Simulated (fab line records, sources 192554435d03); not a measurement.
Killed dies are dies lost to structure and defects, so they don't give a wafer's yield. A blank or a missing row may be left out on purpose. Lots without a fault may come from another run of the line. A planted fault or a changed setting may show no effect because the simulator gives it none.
fab line records | flow n5_finfet
record lots=14 wafers=42 last_day=18
route steps=1938 shown HKMG_FIN@386
lots that met no fault: from a run of the same line without faults
start_h: hours from the record's first day to the start of the lot's first wafer shown | wait_h: hours since the lot's step before | " the same as in the row above | L1.1+2: a row that stands for several wafers | - no value, or no start given | * or withheld: withheld | < > ~ a bound
route shown NAME@n: a module of which the file shows steps, and the number in the route of the first | usual: mean/standard deviation of fault-free wafers | same: alike in all rows | chamber/n: place in a boat | sites: the reading at each site | _std_site: their standard deviation | _edge_site: outer sites' mean less inner sites' | radius_mm: how far each site lies from the wafer's centre | mask NAME#n: copy n | behind: the tool/chamber that last shaped the wafer | hold: why the lot was held/for how many hours/how that ended | device: the transistor (n, p or np) that didn't switch | end of line: the same wafers' tests at the end of the route | a step without rows: its recipe alone | killed: dies lost to structure and defects at the first sort, not the wafer's yield | map: a wafer's dies, x killed, . not, _ none there
set.NAME: the setting as run; set.NAME@STEP: as run at that earlier step | model.NAME: the simulator's own value behind a step, which no gauge read
steps of the route over a sample of lots; a table a step, a row a wafer
services: from which hour (start_h, from the record's first day; less than 0 if before it) a tool's chamber was out of use, for how many hours, and why
## steps
# step N5_HKMG_FIN_HK_ALD_01
# recipe material=HfO2 target_thk_a=16 temp_c=withheld ald_precursor_family=HfCl4 ald_co_reactant=H2O pulse_time_s=3 purge_time_s=3 co_reactant_purge_time_s=2.5 co_reactant_pulse_time_s=0.3 ald_cycles=30
# usual precursor_pulse_height_rel=0.998/0.02
# columns lot.wafer tool chamber start_h wait_h precursor_pulse_height_rel
L489.1 ald_hk-03 1 70.28 0.0 1.005
L489.3 " 0 " " 0.982
L489.5 " 3 " " 0.995
L490.1 ald_hk-02 0 78.47 0.0 0.975
L490.3 " 3 " " 0.996
L490.6 " 2 " " 0.982
L491.2 ald_hk-02 2 84.29 0.0 1.006
L491.3 " 0 " " 0.993
L491.5 " 3 " " 0.982
L492.2 ald_hk-02 1 88.58 0.0 0.980
L492.4 " 3 " " 1.018
L492.6 " 0 " " 0.961
L493.1 ald_hk-01 1 96.19 0.0 0.978
L493.4 " 2 " " 1.030
L493.6 " 0 " " 0.959
L494.1 ald_hk-03 0 103.45 0.0 0.991
L494.2 " 2 " " 1.023
L494.4 " 3 " " 1.027
L497.1 ald_hk-01 3 120.93 0.0 0.971
L497.4 " 2 " " 1.026
L497.6 " 3 " " 0.978
L502.3 ald_hk-01 3 148.61 0.0 1.012
L502.4 " 2 " " 0.989
L502.5 " 2 " " 1.019
L503.1 ald_hk-01 3 151.85 0.0 1.014
L503.2 " 0 " " 1.018
L503.5 " 0 " " 1.031
L506.1 ald_hk-03 2 171.13 0.1 1.001
L506.2 " 0 " " 0.986
L506.4 " 3 " " 0.994
L507.2 ald_hk-02 3 178.40 0.0 1.001
L507.3 " 0 " " 1.034
L507.5 " 0 " " 1.006
L509.3 ald_hk-03 1 191.56 0.0 1.003
L509.4 " 0 " " 1.003
L509.5 " 2 " " 0.980
L510.1 ald_hk-01 3 195.04 0.1 0.997
L510.3 " 1 " " 0.987
L510.4 " 0 " " 1.001
L511.1 ald_hk-02 3 207.44 0.0 0.961
L511.3 " 2 " " 0.997
L511.4 " 0 " " 1.002
# step N5_HKMG_FIN_ALD_75
# recipe material=Al2O3 target_thk_a=10 temp_c=150 ald_precursor_family=TMA ald_co_reactant=H2O pulse_time_s=withheld co_reactant_pulse_time_s=1
# usual heater_power_w=153/12 precursor_pulse_height_rel=1.002/0.018
# columns lot.wafer tool chamber start_h wait_h heater_power_w precursor_pulse_height_rel
L489.1 ald_hk-01 2 70.75 0.0 146 1.002
L489.3 " 3 " " 152 1.009
L489.5 " 1 " " 148 1.004
L490.1 ald_hk-03 2 78.95 0.0 166 0.991
L490.3 " 1 " " 152 1.006
L490.6 " 3 " " 170 0.997
L491.2 ald_hk-03 2 84.80 0.0 162 0.986
L491.3 " 1 " " 153 1.021
L491.5 " 0 " " 139 0.998
L492.2 ald_hk-03 3 89.06 0.0 165 1.010
L492.4 " 1 " " 150 1.015
L492.6 " 1 " " 154 0.994
L493.1 ald_hk-02 0 96.76 0.0 147 1.002
L493.4 " 1 " " 184 1.002
L493.6 " 3 " " 135 0.977
L494.1 ald_hk-01 1 103.96 0.0 155 0.979
L494.2 " 3 " " 153 0.996
L494.4 " 2 " " 144 1.017
L497.1 ald_hk-02 3 121.55 0.0 135 1.001
L497.4 " 1 " " 179 1.008
L497.6 " 3 " " 136 0.997
L502.3 ald_hk-02 0 149.15 0.0 149 1.019
L502.4 " 2 " " 160 1.011
L502.5 " 0 " " 147 0.994
L503.1 ald_hk-02 3 152.33 0.0 136 0.995
L503.2 " 0 " " 147 0.977
L503.5 " 1 " " 172 1.014
L506.1 ald_hk-02 0 171.76 0.0 148 1.044
L506.2 " 3 " " 137 0.992
L506.4 " 2 " " 160 0.974
L507.2 ald_hk-01 3 178.91 0.0 148 1.006
L507.3 " 0 " " 155 1.091
L507.5 " 0 " " 154 1.011
L509.3 ald_hk-03 1 192.05 0.0 151 1.002
L509.4 " 2 " " 164 0.997
L509.5 " 1 " " 153 1.011
L510.1 ald_hk-03 1 195.54 0.0 153 0.988
L510.3 " 2 " " 162 1.002
L510.4 " 0 " " 141 1.002
L511.1 ald_hk-01 1 207.92 0.0 150 1.024
L511.3 " 3 " " 151 0.988
L511.4 " 2 " " 142 0.984
# step N5_HKMG_FIN_PEB_47
# recipe peb_temp_c=withheld peb_time_s=60 resist=CAR-ArF
# usual chill_plate_temp_C=22.98/0.12 exhaust_pa=45.1/0.89
# columns lot.wafer tool chamber start_h wait_h chill_plate_temp_C exhaust_pa
L489.1 litho_track-05 0 71.15 0.1 23.21 44.6
L489.3 " 0 " " 23.20 46.2
L489.5 " 0 " " 22.99 45.7
L490.1 litho_track-02 0 79.35 0.1 22.90 45.9
L490.3 " 0 " " 23.01 46.5
L490.6 " 0 " " 22.93 46.1
L491.2 litho_track-05 0 85.08 0.0 23.01 44.5
L491.3 " 0 " " 23.01 45.2
L491.5 " 0 " " 23.05 44.6
L492.2 litho_track-03 0 89.46 0.0 23.01 47.2
L492.4 " 0 " " 22.89 46.2
L492.6 " 0 " " 23.02 46.1
L493.1 litho_track-03 0 97.16 0.1 23.07 43.9
L493.4 " 0 " " 23.06 44.4
L493.6 " 0 " " 22.93 43.8
L494.1 litho_track-02 0 104.23 0.1 22.88 44.7
L494.2 " 0 " " 22.87 45.1
L494.4 " 0 " " 22.81 45.0
L497.1 litho_track-03 0 121.95 0.1 22.90 46.7
L497.4 " 0 " " 23.14 46.6
L497.6 " 0 " " 23.02 45.2
L502.3 litho_track-02 - 149.55 0.0 - -
L502.4 " - " " - -
L502.5 " - " " - -
L503.1 litho_track-02 - 152.60 0.1 - -
L503.2 " - " " - -
L503.5 " - " " - -
L506.1 litho_track-05 0 172.15 0.1 23.07 44.8
L506.2 " 0 " " 22.95 42.9
L506.4 " 0 " " 23.21 46.2
L507.2 litho_track-02 0 179.31 0.0 23.07 45.3
L507.3 " 0 " " 23.00 43.8
L507.5 " 0 " " 22.88 46.7
L509.3 litho_track-05 0 192.33 0.0 22.85 44.9
L509.4 " 0 " " 23.02 46.0
L509.5 " 0 " " 23.00 45.7
L510.1 litho_track-03 0 195.81 0.1 23.12 45.0
L510.3 " 0 " " 23.11 43.4
L510.4 " 0 " " 23.11 43.2
L511.1 litho_track-02 0 208.32 0.1 22.76 44.3
L511.3 " 0 " " 22.87 44.1
L511.4 " 0 " " 22.92 44.0
# step N5_HKMG_FIN_OVL_MEAS_50
# recipe points_per_wafer=44
# usual NDIPOLE_OVL=-0.1/0.83
# columns lot.wafer tool chamber start_h wait_h NDIPOLE_OVL[nm]
L489.1 overlay-01 0 71.25 0.0 0.4
L489.3 " 0 " " 0.1
L489.5 " 0 " " -0.3
L490.1 overlay-01 0 79.45 0.0 0.3
L490.3 " 0 " " 0.3
L490.6 " 0 " " 0.5
L491.2 overlay-01 0 85.17 0.0 -1.3
L491.3 " 0 " " -0.9
L491.5 " 0 " " -0.9
L492.2 overlay-02 0 89.56 0.0 -0.4
L492.4 " 0 " " -0.4
L492.6 " 0 " " 0.5
L493.1 overlay-02 0 97.26 0.0 -1.6
L493.4 " 0 " " -1.6
L493.6 " 0 " " -1.5
L494.1 overlay-01 0 104.33 0.0 -0.8
L494.2 " 0 " " 0.4
L494.4 " 0 " " -0.3
L497.1 overlay-02 0 122.04 0.0 1.1
L497.4 " 0 " " 0.8
L497.6 " 0 " " 1.3
L502.3 overlay-02 0 149.64 0.0 -
L502.4 " 0 " " -
L502.5 " 0 " " -
L503.1 overlay-02 0 152.70 0.0 -
L503.2 " 0 " " -
L503.5 " 0 " " -
L506.1 overlay-02 0 172.25 0.0 -0.2
L506.2 " 0 " " -1.2
L506.4 " 0 " " -1.2
L507.2 overlay-02 0 179.40 0.0 1.3
L507.3 " 0 " " -0.3
L507.5 " 0 " " -0.6
L509.3 overlay-01 0 192.42 0.0 -0.1
L509.4 " 0 " " -1.1
L509.5 " 0 " " -0.5
L510.1 overlay-01 0 195.91 0.0 0.1
L510.3 " 0 " " -1.2
L510.4 " 0 " " -1.0
L511.1 overlay-01 0 208.41 0.0 -0.6
L511.3 " 0 " " 0.8
L511.4 " 0 " " 0.2
## services
# columns tool chamber start_h hours kind
ald_hk-01 - 55.78 14.6 pm
litho_track-05 - 172.41 - consumable_replace:filter
ald_hk-03 - 178.17 0.3 repair
ald_hk-02 - 187.04 14.6 pm
## key
first_sign step=N5_HKMG_FIN_PEB_47 reading=tool_record direction=missing
effect none on later readings
met_at N5_HKMG_FIN_PEB_47
struck_lots L502,L503
later_rows_left_out L502.3,L502.4,L502.5,L503.1,L503.2,L503.5
sort_left_out L502.3,L502.4,L502.5,L503.1,L503.2,L503.5
tester_left_out L502,L503
not_acting_at N5_HKMG_FIN_HK_ALD_01,N5_HKMG_FIN_ALD_75,N5_HKMG_FIN_OVL_MEAS_50
onset_between 104.23 149.55
fault kind=skipped_step_whole tool=litho_track-02 chamber=- onset_h=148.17 steps=N5_HKMG_FIN_PEB_47 scope=struck_lots_only
# tester_left_out: of these lots the tester's yield and bins aren't shown, on N5 and GAA mostly nor the transistor test; their killed dies are dies lost to structure and defects alone, not to doping, threshold or leakage, so they don't give the yield
# sort_left_out: the simulated sort isn't trusted on such a fault, so these wafers' sort isn't shown, and their yield isn't known
# later_rows_left_out: the simulator's readings of these wafers behind a module that went badly wrong aren't trusted and aren't shown, but for the sort
